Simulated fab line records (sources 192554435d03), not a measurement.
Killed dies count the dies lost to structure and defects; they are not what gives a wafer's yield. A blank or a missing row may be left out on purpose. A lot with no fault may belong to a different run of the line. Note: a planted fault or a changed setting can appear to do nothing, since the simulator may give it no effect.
fab line records	flow n5Finfet
record: lots: 24	wafers: 72	lastDay: 17
route steps=1938 shown BEOL_M13@1703 BEOL_M14@1750 MIM_TOP_ETCH@1851
lots untouched by any fault: they come from a run of this same line in which no faults occurred
startH: start of the lot's first displayed wafer, in hours after the record's first day	waitH: time in hours since the lot's previous step	" as in the row above	L1.1+2: a single row standing in for several wafers	- value missing, or start not given	* or withheld: withheld	< > ~ a bound
route shown NAME@n: names a module that has steps shown in the file, with the first one's number in the route	usual: mean and standard deviation over wafers with no fault	same: alike in all rows	chamber/n: place in a boat	sites: the reading at each site	_std_site: the values' standard deviation	_edge_site: mean of outer sites minus mean of inner sites	radiusMm: for every site, how far away it sits from the centre of the wafer	mask NAME#n: copy n	behind: the most recent tool/chamber to have shaped the wafer	hold: the reason the lot was held/the length of the hold in hours/how it ended	device: whichever transistor did not switch (one of n, p or np)	end of line: the tests these same wafers got at the end of their route	step lacking rows: just its recipe	killed: not the wafer's yield, but the dies lost to structure and defects at the first sort	map: shows each die of a wafer: x if killed, . if not, _ if none is there
set.NAME: setting as actually run; set.NAME@STEP: the setting as run at that earlier step	model.NAME: the simulator's own value behind a step, which no gauge read
a sample of lots followed through the steps of the route, with each step as a table and each wafer as a row
services: the hour from which a tool's chamber was out of use, counted from the record's first day as startH (under 0 if before that day), plus the number of hours and why
== steps ==
step: N5_BEOL_M13_DEGAS_41
recipe: ambient: vacuum	tempC: 250	timeS: 60
usual: heaterPowerW: 345/41
lot.wafer	tool	chamber	startH	waitH	heaterPowerW
L074.1	pvdSputter-02	-	243.74	0.4	349
L074.2	"	-	"	"	312
L074.3	"	-	"	"	345
L076.1	pvdSputter-01	-	249.43	0.0	319
L076.2	"	-	"	"	347
L076.4	"	-	"	"	368
L077.1	pvdSputter-01	-	257.23	0.3	351
L077.5	"	-	"	"	374
L077.6	"	-	"	"	341
L075.1	pvdSputter-03	-	257.71	0.1	464
L075.2	"	-	"	"	302
L075.4	"	-	"	"	350
L078.1	pvdSputter-02	-	260.56	0.2	305
L078.2	"	-	"	"	391
L078.3	"	-	"	"	354
L079.1	pvdSputter-03	-	267.68	0.3	469
L079.2	"	-	"	"	346
L079.3	"	-	"	"	305
L080.2	pvdSputter-03	-	281.52	0.0	294
L080.5	"	-	"	"	294
L080.6	"	-	"	"	311
L081.1	pvdSputter-01	-	284.07	0.4	346
L081.2	"	-	"	"	301
L081.6	"	-	"	"	331
L082.2	pvdSputter-01	-	286.37	1.6	325
L082.5	"	-	"	"	316
L082.6	"	-	"	"	296
L083.1	pvdSputter-01	-	296.37	0.3	327
L083.3	"	-	"	"	374
L083.5	"	-	"	"	299
L084.1	pvdSputter-02	-	300.59	0.5	351
L084.3	"	-	"	"	315
L084.6	"	-	"	"	352
L086.2	pvdSputter-02	-	308.17	0.2	344
L086.5	"	-	"	"	314
L086.6	"	-	"	"	353
L085.3	pvdSputter-01	-	311.17	0.4	318
L085.4	"	-	"	"	297
L085.5	"	-	"	"	375
L087.3	pvdSputter-03	-	315.58	0.6	295
L087.5	"	-	"	"	368
L087.6	"	-	"	"	469
L088.1	pvdSputter-03	-	316.22	0.6	360
L088.3	"	-	"	"	296
L088.4	"	-	"	"	309
L089.1	pvdSputter-03	-	326.72	1.9	292
L089.3	"	-	"	"	470
L089.6	"	-	"	"	310
L090.1	pvdSputter-02	-	349.54	0.3	375
L090.3	"	-	"	"	362
L090.5	"	-	"	"	377
L091.1	pvdSputter-02	-	349.86	0.4	374
L091.5	"	-	"	"	380
L091.6	"	-	"	"	350
L092.1	pvdSputter-02	-	355.19	0.5	308
L092.2	"	-	"	"	349
L092.3	"	-	"	"	378
L094.2	pvdSputter-01	-	358.49	0.1	314
L094.4	"	-	"	"	375
L094.6	"	-	"	"	345
L093.1	pvdSputter-01	-	358.89	0.2	375
L093.2	"	-	"	"	301
L093.4	"	-	"	"	321
L096.2	pvdSputter-01	-	370.52	0.3	343
L096.4	"	-	"	"	324
L096.6	"	-	"	"	356
L095.1	pvdSputter-02	-	383.87	1.0	307
L095.4	"	-	"	"	352
L095.6	"	-	"	"	349
L097.3	pvdSputter-01	-	384.20	0.3	353
L097.4	"	-	"	"	376
L097.5	"	-	"	"	353
step: N5_BEOL_M13_PRE_CLEAN_42
recipe: gas: H2/He	timeS: 30	tempC: 250
usual: heaterPowerW: 344/40
lot.wafer	tool	chamber	startH	waitH	heaterPowerW
L074.1	pvdSputter-02	-	243.78	0.0	350
L074.2	"	-	"	"	318
L074.3	"	-	"	"	365
L076.1	pvdSputter-01	-	249.47	0.0	319
L076.2	"	-	"	"	347
L076.4	"	-	"	"	376
L077.1	pvdSputter-01	-	257.27	0.0	353
L077.5	"	-	"	"	376
L077.6	"	-	"	"	354
L075.1	pvdSputter-03	-	257.75	0.0	468
L075.2	"	-	"	"	311
L075.4	"	-	"	"	361
L078.1	pvdSputter-02	-	260.60	0.0	304
L078.2	"	-	"	"	376
L078.3	"	-	"	"	355
L079.1	pvdSputter-03	-	267.72	0.0	474
L079.2	"	-	"	"	350
L079.3	"	-	"	"	313
L080.2	pvdSputter-03	-	281.56	0.0	300
L080.5	"	-	"	"	295
L080.6	"	-	"	"	314
L081.1	pvdSputter-01	-	284.11	0.0	350
L081.2	"	-	"	"	298
L081.6	"	-	"	"	331
L082.2	pvdSputter-01	-	286.41	0.0	320
L082.5	"	-	"	"	321
L082.6	"	-	"	"	298
L083.1	pvdSputter-01	-	296.41	0.0	322
L083.3	"	-	"	"	373
L083.5	"	-	"	"	305
L084.1	pvdSputter-02	-	300.63	0.0	344
L084.3	"	-	"	"	312
L084.6	"	-	"	"	355
L086.2	pvdSputter-02	-	308.21	0.0	345
L086.5	"	-	"	"	306
L086.6	"	-	"	"	347
L085.3	pvdSputter-01	-	311.21	0.0	321
L085.4	"	-	"	"	293
L085.5	"	-	"	"	380
L087.3	pvdSputter-03	-	315.62	0.0	299
L087.5	"	-	"	"	355
L087.6	"	-	"	"	464
L088.1	pvdSputter-03	-	316.26	0.0	358
L088.3	"	-	"	"	292
L088.4	"	-	"	"	310
L089.1	pvdSputter-03	-	326.76	0.0	289
L089.3	"	-	"	"	456
L089.6	"	-	"	"	310
L090.1	pvdSputter-02	-	349.58	0.0	375
L090.3	"	-	"	"	360
L090.5	"	-	"	"	377
L091.1	pvdSputter-02	-	349.90	0.0	371
L091.5	"	-	"	"	382
L091.6	"	-	"	"	354
L092.1	pvdSputter-02	-	355.23	0.0	305
L092.2	"	-	"	"	343
L092.3	"	-	"	"	387
L094.2	pvdSputter-01	-	358.53	0.0	318
L094.4	"	-	"	"	378
L094.6	"	-	"	"	344
L093.1	pvdSputter-01	-	358.93	0.0	375
L093.2	"	-	"	"	297
L093.4	"	-	"	"	321
L096.2	pvdSputter-01	-	370.56	0.0	342
L096.4	"	-	"	"	318
L096.6	"	-	"	"	352
L095.1	pvdSputter-02	-	383.91	0.0	308
L095.4	"	-	"	"	340
L095.6	"	-	"	"	355
L097.3	pvdSputter-01	-	384.24	0.0	341
L097.4	"	-	"	"	372
L097.5	"	-	"	"	346
step: N5_BEOL_M14_ETCH_67
recipe: chemistry: CF4	target: SiARC	targetDepthA: 1430	timeS: 238.3	ionEnergyEv: 80	pressureMtorr: 40	sourceW: 545	biasW: 36	Ar_flow_sccm: 100	cf4FlowSccm: 100	ends: cleared
usual: chamberPressureMTorr: 40.00/0.033	drypumpMotorCurrentA: 5.7/0.54	etchRfOnTimeS: 238/3.3	oesProductAu: 0.69/0.069	rfVppV: 184.2/1.1	showerheadPlenumPTorr: 2.14/0.061	throttleValvePct: 15.58/0.18
lot.wafer	tool	chamber	startH	waitH	chamberPressureMTorr	drypumpMotorCurrentA	etchRfOnTimeS	oesProductAu	rfHoursCounterH	rfVppV	showerheadPlenumPTorr	throttleValvePct
L074.1	rieDiel-06	0	246.76	0.0	40.07	5.5	236	0.63	164	185.8	2.22	15.80
L074.2	"	2	"	"	40.03	5.4	238	0.77	28	183.2	2.10	15.44
L074.3	"	3	"	"	39.98	6.9	237	0.62	194	185.0	2.20	15.73
L076.1	rieDiel-04	2	252.69	0.0	40.05	6.5	237	0.76	38	185.7	2.27	15.52
L076.2	"	0	"	"	39.99	5.6	232	0.79	13	183.7	2.11	15.62
L076.4	"	3	"	"	39.96	5.6	233	0.62	218	182.0	2.04	15.49
L077.1	rieDiel-04	0	260.23	0.0	40.04	5.6	233	0.79	15	183.5	2.11	15.62
L077.5	"	3	"	"	39.98	5.6	234	0.61	-	183.2	2.04	15.52
L077.6	"	2	"	"	40.01	6.5	235	0.76	-	186.7	2.27	15.52
L075.1	rieDiel-04	2	261.42	0.0	40.00	6.5	237	0.76	42	185.3	2.27	15.54
L075.2	"	3	"	"	40.07	5.6	234	0.62	221	181.4	2.04	15.52
L075.4	"	0	"	"	40.03	5.6	234	0.79	16	184.1	2.11	15.61
L078.1	rieDiel-06	0	263.50	0.0	40.00	5.5	240	0.62	172	186.1	2.22	15.80
L078.2	"	3	"	"	40.02	6.8	241	0.61	202	186.6	2.20	15.75
L078.3	"	2	"	"	39.98	5.3	238	0.75	36	182.7	2.10	15.45
L079.1	rieDiel-01	0	270.92	0.0	40.03	5.4	233	0.75	41	184.2	2.18	15.74
L079.2	"	2	"	"	39.96	5.5	241	0.60	210	184.1	2.12	15.60
L079.3	"	3	"	"	40.01	5.8	240	0.72	64	184.9	2.16	15.50
L080.2	rieDiel-06	3	284.44	0.0	40.05	6.8	239	0.61	209	185.9	2.20	15.76
L080.5	"	3	"	"	39.96	6.8	241	0.61	-	184.5	2.20	15.75
L080.6	"	0	"	"	39.98	5.5	240	0.62	-	185.5	2.21	15.84
L081.1	rieDiel-01	0	286.90	0.0	40.01	5.4	234	0.75	48	184.0	2.18	15.76
L081.2	"	1	"	"	39.99	4.9	240	0.72	62	184.8	2.09	15.35
L081.6	"	3	"	"	40.00	5.8	240	0.72	-	183.2	2.16	15.51
L082.2	rieDiel-04	0	289.29	0.0	39.99	5.6	233	0.77	24	183.3	2.10	15.62
L082.5	"	2	"	"	40.00	6.5	239	0.73	-	185.2	2.26	15.56
L082.6	"	3	"	"	40.01	5.6	234	0.61	-	183.2	2.03	15.54
L083.1	rieDiel-01	3	300.27	0.0	40.01	5.8	238	0.72	74	183.6	2.16	15.51
L083.3	"	2	"	"	40.00	5.5	239	0.59	221	184.1	2.12	15.61
L083.5	"	2	"	"	40.04	5.5	240	0.59	-	184.1	2.12	15.61
L084.1	rieDiel-06	3	304.03	0.0	39.95	6.8	241	0.61	219	184.0	2.20	15.78
L084.3	"	0	"	"	39.98	5.5	239	0.61	191	185.0	2.21	15.86
L084.6	"	3	"	"	39.96	6.8	241	0.61	-	183.6	2.20	15.80
L086.2	rieDiel-01	0	311.37	0.0	39.98	5.3	236	0.73	57	184.5	2.18	15.77
L086.5	"	1	"	"	39.97	4.9	244	0.71	-	183.1	2.09	15.36
L086.6	"	2	"	"	39.98	5.5	245	0.58	-	182.4	2.12	15.63
L085.3	rieDiel-06	1	314.21	0.0	40.03	5.4	233	0.84	0	184.0	2.11	15.25
L085.4	"	0	"	"	39.99	5.5	240	0.61	196	186.6	2.21	15.86
L085.5	"	2	"	"	39.99	5.4	238	0.73	-	182.6	2.09	15.50
L087.3	rieDiel-06	3	318.50	0.0	39.99	6.8	240	0.60	225	183.9	2.19	15.79
L087.5	"	2	"	"	40.03	5.4	237	0.72	-	184.2	2.09	15.48
L087.6	"	3	"	"	39.98	6.8	240	0.60	-	184.9	2.19	15.79
L088.1	rieDiel-06	2	319.12	0.0	40.05	5.4	238	0.73	58	183.1	2.09	15.49
L088.3	"	3	"	"	40.02	6.8	242	0.60	226	184.1	2.19	15.81
L088.4	"	1	"	"	40.02	5.3	235	0.81	2	182.8	2.11	15.24
L089.1	rieDiel-01	3	330.14	0.0	40.00	5.8	241	0.70	85	184.4	2.16	15.54
L089.3	"	0	"	"	39.97	5.3	235	0.73	63	184.1	2.17	15.81
L089.6	"	1	"	"	39.99	4.9	242	0.70	-	182.2	2.08	15.37
L090.1	rieDiel-01	1	352.90	0.0	39.95	4.8	240	0.69	84	183.8	2.08	15.38
L090.3	"	0	"	"	40.02	5.4	238	0.71	71	182.8	2.17	15.82
L090.5	"	1	"	"	40.03	4.8	239	0.70	-	182.9	2.08	15.40
L091.1	rieDiel-01	3	353.48	0.0	40.06	5.8	237	0.70	94	184.7	2.15	15.55
L091.5	"	1	"	"	39.92	4.9	237	0.69	-	183.8	2.08	15.39
L091.6	"	0	"	"	39.97	5.4	233	0.72	-	185.3	2.17	15.82
L092.1	rieDiel-01	3	358.25	0.0	39.95	5.8	240	0.70	96	184.0	2.15	15.53
L092.2	"	2	"	"	40.03	5.5	239	0.57	240	182.8	2.11	15.66
L092.3	"	0	"	"	39.95	5.3	232	0.73	74	183.2	2.17	15.83
L094.2	rieDiel-04	3	361.83	0.0	40.06	5.6	229	0.83	4	185.8	2.28	15.07
L094.4	"	0	"	"	39.99	5.6	232	0.73	52	182.2	2.10	15.68
L094.6	"	0	"	"	39.98	5.6	232	0.73	-	183.8	2.10	15.69
L093.1	rieDiel-06	2	362.12	0.0	39.98	5.4	241	0.70	74	182.9	2.08	15.54
L093.2	"	1	"	"	39.95	5.4	234	0.76	18	183.9	2.10	15.28
L093.4	"	0	"	"	39.94	5.5	243	0.60	213	185.5	2.20	15.89
L096.2	rieDiel-04	0	374.10	0.0	40.05	5.6	233	0.73	56	183.7	2.09	15.69
L096.4	"	2	"	"	39.95	6.5	241	0.71	-	185.4	2.25	15.60
L096.6	"	1	"	"	39.98	5.6	236	0.77	-	182.5	2.10	15.25
L095.1	rieDiel-04	1	387.35	0.0	39.99	5.6	238	0.75	35	183.1	2.09	15.27
L095.4	"	1	"	"	40.00	5.6	236	0.75	-	184.6	2.09	15.27
L095.6	"	0	"	"	40.08	5.6	234	0.72	-	182.9	2.09	15.70
L097.3	rieDiel-01	0	387.57	0.0	39.94	5.4	234	0.71	85	185.9	2.17	15.83
L097.4	"	3	"	"	40.02	5.7	241	0.69	-	185.7	2.15	15.58
L097.5	"	1	"	"	40.00	4.9	238	0.69	-	183.8	2.08	15.42
step: N5_BEOL_M14_ETCH_38
recipe: chemistry: CF4/N2	target: SiCN	targetDepthA: 1065	taperDeg: 2	timeS: 120.6	ionEnergyEv: 150	maskMaterial: SiO2	pressureMtorr: 40	sourceW: 430	biasW: 70	Ar_flow_sccm: 100	cf4FlowSccm: 60	n2FlowSccm: 60
usual: chamberPressureMTorr: 40.01/0.035	drypumpMotorCurrentA: 5.7/0.51	oesProductAu: 0.81/0.09	rfVppV: 382.3/1.9	showerheadPlenumPTorr: 2.21/0.071	throttleValvePct: 15.41/0.21
lot.wafer	tool	chamber	startH	waitH	chamberPressureMTorr	drypumpMotorCurrentA	oesProductAu	rfHoursCounterH	rfVppV	showerheadPlenumPTorr	throttleValvePct
L074.1	rieDiel-04	1	-	-	39.99	5.6	0.68	236	381.2	2.17	15.49
L074.2	"	3	"	"	40.00	5.7	0.73	216	379.4	2.10	15.33
L074.3	"	2	"	"	39.99	6.6	0.89	37	384.4	2.34	15.38
L076.1	rieDiel-01	3	-	-	39.94	5.8	0.86	60	383.2	2.23	15.34
L076.2	"	1	"	"	40.00	4.8	0.86	51	381.4	2.15	15.16
L076.4	"	2	"	"	39.95	5.5	0.70	205	381.9	2.19	15.41
L077.1	rieDiel-01	0	-	-	39.99	5.3	0.90	39	382.4	2.25	15.61
L077.5	"	1	"	"	40.01	4.9	0.86	-	381.3	2.15	15.14
L077.6	"	2	"	"	39.98	5.5	0.70	-	380.6	2.19	15.43
L075.1	rieDiel-01	3	-	-	40.08	5.8	0.85	62	383.7	2.23	15.33
L075.2	"	2	"	"	40.01	5.5	0.70	208	381.4	2.19	15.44
L075.4	"	1	"	"	39.98	4.9	0.85	54	379.5	2.15	15.16
L078.1	rieDiel-04	1	-	-	40.03	5.6	0.67	243	381.3	2.17	15.52
L078.2	"	2	"	"	39.95	6.5	0.88	44	384.4	2.34	15.39
L078.3	"	3	"	"	40.01	5.6	0.71	223	380.5	2.09	15.34
L079.1	rieDiel-01	3	-	-	40.04	5.8	0.85	65	382.5	2.23	15.33
L079.2	"	1	"	"	40.04	4.9	0.85	56	382.1	2.15	15.15
L079.3	"	0	"	"	40.08	5.4	0.88	43	383.1	2.25	15.58
L080.2	rieDiel-04	0	-	-	40.00	5.6	0.91	22	382.3	2.17	15.45
L080.5	"	3	"	"	40.00	5.6	0.71	-	379.3	2.09	15.36
L080.6	"	0	"	"	40.01	5.6	0.91	-	381.1	2.17	15.45
L081.1	rieDiel-06	3	-	-	40.05	6.8	0.71	211	384.9	2.27	15.60
L081.2	"	2	"	"	40.02	5.4	0.87	43	381.0	2.16	15.32
L081.6	"	3	"	"	40.01	6.8	0.71	-	385.2	2.27	15.61
L082.2	rieDiel-04	2	-	-	40.02	6.5	0.86	55	385.0	2.33	15.41
L082.5	"	3	"	"	40.00	5.6	0.71	-	378.7	2.09	15.36
L082.6	"	2	"	"	40.04	6.5	0.86	-	385.4	2.33	15.40
L083.1	rieDiel-06	3	-	-	39.99	6.8	0.71	218	384.2	2.27	15.63
L083.3	"	0	"	"	40.02	5.5	0.72	191	383.2	2.28	15.67
L083.5	"	3	"	"	40.00	6.8	0.71	-	383.9	2.27	15.61
L084.1	rieDiel-06	2	-	-	40.01	5.4	0.85	52	381.7	2.16	15.33
L084.3	"	0	"	"	39.99	5.5	0.72	192	386.1	2.28	15.68
L084.6	"	0	"	"	40.00	5.5	0.71	-	382.7	2.28	15.68
L086.2	rieDiel-04	1	-	-	40.07	5.6	0.95	6	380.6	2.17	15.03
L086.5	"	1	"	"	40.01	5.6	0.95	-	382.4	2.17	15.04
L086.6	"	0	"	"	40.07	5.6	0.88	-	380.8	2.17	15.47
L085.3	rieDiel-06	1	-	-	39.98	5.4	0.96	1	381.9	2.17	15.07
L085.4	"	2	"	"	39.96	5.4	0.85	57	379.5	2.15	15.35
L085.5	"	3	"	"	39.99	6.8	0.71	-	382.9	2.26	15.63
L087.3	rieDiel-06	2	-	-	39.99	5.4	0.84	59	380.8	2.15	15.34
L087.5	"	1	"	"	39.99	5.3	0.95	-	381.0	2.17	15.08
L087.6	"	0	"	"	39.99	5.6	0.71	-	384.1	2.27	15.70
L088.1	rieDiel-06	2	-	-	40.04	5.4	0.85	59	380.1	2.15	15.34
L088.3	"	3	"	"	39.98	6.8	0.70	227	384.5	2.26	15.65
L088.4	"	0	"	"	40.00	5.5	0.71	200	383.4	2.27	15.70
L089.1	rieDiel-04	3	-	-	40.08	5.6	0.71	249	379.5	2.08	15.39
L089.3	"	2	"	"	40.01	6.5	0.85	66	385.5	2.33	15.43
L089.6	"	3	"	"	39.95	5.6	0.71	-	378.6	2.08	15.38
L090.1	rieDiel-04	1	-	-	40.03	5.6	0.91	20	381.8	2.16	15.07
L090.3	"	2	"	"	40.03	6.5	0.84	75	384.1	2.33	15.44
L090.5	"	1	"	"	40.00	5.6	0.91	-	382.1	2.16	15.07
L091.1	rieDiel-04	2	-	-	40.00	6.5	0.84	75	384.7	2.33	15.43
L091.5	"	0	"	"	40.02	5.6	0.87	-	381.5	2.16	15.53
L091.6	"	1	"	"	40.04	5.6	0.91	-	382.0	2.16	15.08
L092.1	rieDiel-06	0	-	-	40.03	5.5	0.70	212	384.3	2.27	15.70
L092.2	"	2	"	"	40.02	5.4	0.83	73	380.4	2.15	15.37
L092.3	"	1	"	"	40.03	5.3	0.91	17	381.9	2.16	15.11
L094.2	rieDiel-04	0	-	-	40.12	5.6	0.86	53	381.0	2.16	15.51
L094.4	"	2	"	"	40.05	6.5	0.83	78	385.3	2.33	15.45
L094.6	"	3	"	"	40.04	5.6	0.96	-	384.8	2.35	14.90
L093.1	rieDiel-04	1	-	-	40.01	5.6	0.91	26	381.2	2.16	15.10
L093.2	"	0	"	"	39.95	5.6	0.86	54	383.1	2.16	15.52
L093.4	"	2	"	"	40.05	6.5	0.82	-	385.2	2.32	15.46
L096.2	rieDiel-01	2	-	-	40.01	5.5	0.68	247	381.4	2.17	15.51
L096.4	"	2	"	"	40.00	5.5	0.67	-	381.1	2.17	15.50
L096.6	"	1	"	"	40.02	4.9	0.81	-	380.2	2.14	15.25
L095.1	rieDiel-01	3	-	-	39.98	5.8	0.80	104	382.6	2.22	15.42
L095.4	"	0	"	"	39.98	5.3	0.83	-	384.3	2.23	15.68
L095.6	"	1	"	"	40.03	4.9	0.81	-	380.7	2.14	15.25
L097.3	rieDiel-06	2	-	-	39.93	5.4	0.81	83	381.5	2.14	15.39
L097.4	"	1	"	"	39.96	5.3	0.88	27	381.6	2.16	15.13
L097.5	"	0	"	"	39.94	5.5	0.70	-	383.6	2.27	15.74
step: N5_BEOL_M14_DEGAS_41
recipe: ambient: vacuum	tempC: 300	timeS: 60
usual: heaterPowerW: 485/52
lot.wafer	tool	chamber	startH	waitH	heaterPowerW
L074.1	pvdSputter-01	-	248.07	0.3	536
L074.2	"	-	"	"	449
L074.3	"	-	"	"	420
L076.1	pvdSputter-03	-	257.27	0.2	440
L076.2	"	-	"	"	409
L076.4	"	-	"	"	645
L077.1	pvdSputter-02	-	261.18	0.1	527
L077.5	"	-	"	"	513
L077.6	"	-	"	"	434
L075.1	pvdSputter-01	-	267.31	0.4	488
L075.2	"	-	"	"	519
L075.4	"	-	"	"	412
L078.1	pvdSputter-02	-	267.69	0.3	433
L078.2	"	-	"	"	491
L078.3	"	-	"	"	488
L079.1	pvdSputter-02	-	273.74	0.2	491
L079.2	"	-	"	"	425
L079.3	"	-	"	"	489
L080.2	pvdSputter-01	-	287.15	0.5	523
L080.5	"	-	"	"	496
L080.6	"	-	"	"	413
L081.1	pvdSputter-01	-	287.85	0.0	488
L081.2	"	-	"	"	511
L081.6	"	-	"	"	490
L082.2	pvdSputter-01	-	291.18	0.4	439
L082.5	"	-	"	"	445
L082.6	"	-	"	"	517
L083.1	pvdSputter-03	-	302.90	0.3	638
L083.3	"	-	"	"	427
L083.5	"	-	"	"	439
L084.1	pvdSputter-01	-	307.53	0.4	452
L084.3	"	-	"	"	517
L084.6	"	-	"	"	490
L086.2	pvdSputter-02	-	313.98	1.2	529
L086.5	"	-	"	"	528
L086.6	"	-	"	"	493
L085.3	pvdSputter-01	-	316.55	0.3	526
L085.4	"	-	"	"	412
L085.5	"	-	"	"	515
L087.3	pvdSputter-02	-	321.53	0.2	502
L087.5	"	-	"	"	420
L087.6	"	-	"	"	519
L088.1	pvdSputter-03	-	322.62	0.6	413
L088.3	"	-	"	"	507
L088.4	"	-	"	"	651
L089.1	pvdSputter-01	-	332.74	1.7	524
L089.3	"	-	"	"	452
L089.6	"	-	"	"	523
L090.1	pvdSputter-02	-	354.27	0.3	427
L090.3	"	-	"	"	489
L090.5	"	-	"	"	423
L091.1	pvdSputter-02	-	354.79	0.4	431
L091.5	"	-	"	"	494
L091.6	"	-	"	"	519
L092.1	pvdSputter-02	-	359.13	0.0	424
L092.2	"	-	"	"	531
L092.3	"	-	"	"	499
L094.2	pvdSputter-02	-	367.55	2.1	421
L094.4	"	-	"	"	525
L094.6	"	-	"	"	532
L093.1	pvdSputter-01	-	370.04	0.3	449
L093.2	"	-	"	"	414
L093.4	"	-	"	"	532
L096.2	pvdSputter-02	-	377.43	0.3	491
L096.4	"	-	"	"	418
L096.6	"	-	"	"	508
L095.1	pvdSputter-03	-	390.19	1.0	407
L095.4	"	-	"	"	496
L095.6	"	-	"	"	498
L097.3	pvdSputter-02	-	390.73	0.2	435
L097.4	"	-	"	"	528
L097.5	"	-	"	"	490
step: N5_MIM_TOP_ETCH_ETCH_00
recipe: chemistry: Cl2/BCl3	target: TiN	targetDepthA: 385	ionEnergyEv: 150	pressureMtorr: 10	icpW: 1000	biasW: 126	Cl2_flow_sccm: 53.25	bcl3FlowSccm: 21.75	Ar_flow_sccm: 25
usual: chamberPressureMTorr: 10.001/0.0091	drypumpMotorCurrentA: 5.45/0.16	oesProductAu: 0.80/0.095	throttleValvePct: 22.76/0.21
lot.wafer	tool	chamber	startH	waitH	chamberPressureMTorr	drypumpMotorCurrentA	oesProductAu	rfHoursCounterH	throttleValvePct
L074.1	rieMetal-02	0	261.65	0.1	10.009	5.28	0.96	4	22.40
L074.2	"	1	"	"	9.998	5.78	0.80	37	22.93
L074.3	"	1	"	"	10.008	5.77	0.80	-	22.93
L076.1	rieMetal-03	0	273.55	0.1	9.991	5.39	0.70	73	22.99
L076.2	"	1	"	"	9.993	5.44	0.90	10	22.59
L076.4	"	0	"	"	10.002	5.37	0.70	-	22.98
L077.1	rieMetal-01	1	273.61	0.1	9.997	5.40	0.69	85	22.77
L077.5	"	0	"	"	10.008	5.42	0.81	-	22.86
L077.6	"	1	"	"	10.003	5.39	0.68	-	22.78
L075.1	rieMetal-03	1	278.91	0.1	10.008	5.40	0.90	11	22.58
L075.2	"	0	"	"	10.015	5.39	0.69	74	22.98
L075.4	"	0	"	"	10.003	5.38	0.69	-	22.98
L078.1	rieMetal-02	1	280.22	0.1	9.991	5.78	0.80	39	22.93
L078.2	"	0	"	"	10.008	5.28	0.95	6	22.39
L078.3	"	0	"	"	9.995	5.31	0.96	-	22.41
L079.1	rieMetal-03	1	285.11	0.1	10.007	5.41	0.91	12	22.58
L079.2	"	0	"	"	9.987	5.37	0.69	75	22.98
L079.3	"	1	"	"	9.991	5.38	0.90	-	22.59
L080.2	rieMetal-01	1	297.76	0.1	10.004	5.43	0.69	87	22.77
L080.5	"	0	"	"	9.984	5.40	0.80	-	22.88
L080.6	"	1	"	"	9.987	5.42	0.68	-	22.77
L081.1	rieMetal-01	1	300.60	0.1	10.022	5.39	0.68	87	22.77
L081.2	"	0	"	"	9.989	5.40	0.80	36	22.87
L081.6	"	0	"	"	10.018	5.41	0.80	-	22.86
L082.2	rieMetal-02	0	303.09	0.1	9.990	5.27	0.94	8	22.40
L082.5	"	0	"	"	10.007	5.30	0.94	-	22.40
L082.6	"	1	"	"	9.999	5.81	0.79	-	22.94
L083.1	rieMetal-02	0	315.46	0.1	9.982	5.29	0.94	9	22.40
L083.3	"	1	"	"	10.006	5.79	0.78	-	22.94
L083.5	"	0	"	"	9.999	5.31	0.93	-	22.40
L084.1	rieMetal-03	1	316.62	0.1	10.002	5.41	0.88	15	22.61
L084.3	"	0	"	"	9.981	5.40	0.69	-	23.01
L084.6	"	0	"	"	9.998	5.37	0.69	-	22.99
L086.2	rieMetal-03	1	327.60	0.1	10.012	5.41	0.88	15	22.60
L086.5	"	0	"	"	9.991	5.39	0.69	-	23.01
L086.6	"	1	"	"	9.987	5.40	0.88	-	22.59
L085.3	rieMetal-03	0	327.82	0.1	9.999	5.37	0.68	-	23.00
L085.4	"	1	"	"	10.023	5.42	0.88	-	22.59
L085.5	"	1	"	"	9.995	5.44	0.88	-	22.59
L087.3	rieMetal-02	0	334.08	0.1	10.006	5.29	0.92	-	22.42
L087.5	"	1	"	"	9.996	5.84	0.78	-	22.95
L087.6	"	0	"	"	10.001	5.26	0.91	-	22.41
L088.1	rieMetal-03	1	334.20	0.1	10.002	5.43	0.87	17	22.61
L088.3	"	0	"	"	10.001	5.38	0.68	-	22.99
L088.4	"	1	"	"	9.996	5.40	0.87	-	22.60
L089.1	rieMetal-03	0	343.06	0.1	9.991	5.37	0.68	82	23.01
L089.3	"	0	"	"	9.999	5.39	0.68	-	23.01
L089.6	"	1	"	"	10.009	5.43	0.88	-	22.59
L090.1	rieMetal-01	1	368.68	0.1	9.995	5.41	0.68	93	22.80
L090.3	"	0	"	"	9.997	5.42	0.78	-	22.87
L090.5	"	1	"	"	9.999	5.41	0.67	-	22.79
L091.1	rieMetal-03	0	368.85	0.1	10.001	5.38	0.68	84	23.01
L091.5	"	0	"	"	10.016	5.39	0.68	-	23.00
L091.6	"	1	"	"	10.012	5.39	0.86	-	22.61
L092.1	rieMetal-02	0	372.14	0.1	9.997	5.31	0.91	12	22.42
L092.2	"	1	"	"	10.001	5.77	0.77	45	22.94
L092.3	"	0	"	"	10.001	5.33	0.90	-	22.40
L094.2	rieMetal-01	1	378.66	0.1	10.014	5.42	0.67	94	22.81
L094.4	"	0	"	"	9.998	5.40	0.78	-	22.89
L094.6	"	0	"	"	9.985	5.42	0.79	-	22.89
L093.1	rieMetal-01	1	382.11	0.1	9.998	5.42	0.66	95	22.79
L093.2	"	0	"	"	10.002	5.44	0.78	44	22.86
L093.4	"	0	"	"	10.006	5.43	0.77	-	22.89
L096.2	rieMetal-02	0	390.32	0.1	9.998	5.30	0.90	14	22.43
L096.4	"	0	"	"	9.998	5.30	0.91	-	22.41
L096.6	"	0	"	"	10.002	5.29	0.90	-	22.41
L097.3	rieMetal-03	0	403.16	0.1	10.001	5.36	0.67	-	23.02
L097.4	"	1	"	"	10.016	5.42	0.86	-	22.62
L097.5	"	0	"	"	10.005	5.38	0.67	-	23.02
L095.1	rieMetal-02	1	403.19	0.1	10.002	5.80	0.76	48	22.96
L095.4	"	1	"	"	10.005	5.78	0.76	-	22.96
L095.6	"	0	"	"	9.998	5.32	0.89	-	22.43
== services ==
tool	chamber	startH	hours	kind
rieDiel-06	1	242.35	55.8	repair
rieDiel-04	0	265.68	8.2	repair
rieDiel-06	2	272.24	7.4	repair
rieDiel-04	1	282.28	-	clean
rieDiel-04	1	282.28	-	consumableReplace:focusRing
rieDiel-04	1	282.28	15.7	scheduledDown
rieDiel-04	1	282.28	15.7	ventCycle
rieDiel-06	1	298.26	-	clean
rieDiel-04	2	302.97	9.8	repair
rieMetal-02	-	312.15	1.4	pm
rieMetal-03	1	318.88	3.7	repair
rieDiel-04	3	333.62	-	clean
rieDiel-04	3	333.62	-	consumableReplace:focusRing
rieDiel-04	3	333.62	-	consumableReplace:showerhead
rieDiel-04	3	333.62	16.5	scheduledDown
rieDiel-04	3	333.62	16.5	ventCycle
pvdSputter-02	-	346.69	2.1	repair
pvdSputter-03	-	357.26	3.2	repair
pvdSputter-03	-	361.68	0.8	repair
rieDiel-04	3	365.39	33.5	repair
rieMetal-03	-	375.28	4.3	pm
rieDiel-01	3	375.61	9.6	repair
rieDiel-01	-	391.96	1.8	repair
rieDiel-06	3	397.41	15.8	repair
== key ==
fault none
